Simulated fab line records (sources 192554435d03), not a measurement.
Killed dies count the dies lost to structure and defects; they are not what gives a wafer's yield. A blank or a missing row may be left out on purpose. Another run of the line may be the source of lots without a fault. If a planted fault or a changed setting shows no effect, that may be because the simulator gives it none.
Chamber matching | flow n5 finfet | N5_MOL_CONTACT_COAG_ETCHBACK_134 on rie diel-05 has 4 sister chambers
The step etches SiO2 in CHF3, target depth 10 nm, time 6.7 s. 4 wafers are shown with their chamber, then 10 later ones without.

== EACH WAFER AND ITS CHAMBER ==
wafer  | chamber | showerhead plenum p Torr (Torr)
L085.3 | 1       | 2.24
L085.4 | 3       | 2.43
L089.4 | 2       | 2.38
L089.5 | 0       | 2.27

== WAFERS WITH NO CHAMBER GIVEN ==
wafer  | showerhead plenum p Torr (Torr)
L089.6 | 2.52
L093.2 | 2.42
L093.4 | 2.52
L093.5 | 2.55
L095.1 | 2.42
L095.3 | 2.52
L095.4 | 2.38
L096.1 | 2.42
L096.3 | 2.38
L096.4 | 2.52

== CHAMBER TAKEN BY EACH ==
wafer  | from the rows above          | in truth
L089.6 | can't be placed: 3 or 2      | 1
L093.2 | can't be placed: 3 or 2      | 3
L093.4 | can't be placed: 3 or 2      | 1
L093.5 | can't be placed: 3 or 2      | 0
L095.1 | can't be placed: 3 or 2      | 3
L095.3 | can't be placed: 3 or 2      | 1
L095.4 | can't be placed: 2 or 3 or 0 | 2
L096.1 | can't be placed: 3 or 2      | 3
L096.3 | can't be placed: 2 or 3 or 0 | 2
L096.4 | can't be placed: 3 or 2      | 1
Correctly placed: 0 of 10. Cannot be placed on the basis of these rows: 10; the candidates contain the true chamber in 5. Number placed wrongly: 0.
How it was worked out, from the rows above alone: a wafer's distance from a chamber is the root of the sum, over the readings, of the square of ((its reading less the chamber's mean) divided by the reading's scatter). The wafer belongs to the nearest chamber; if the next one is less than 2 further off, it can't be placed. For every chamber, the mean is computed from those of its wafers that are shown. The scatter: with one shown wafer a chamber, the root of the mean of the squares of how far each hidden wafer lies from its nearest shown one.
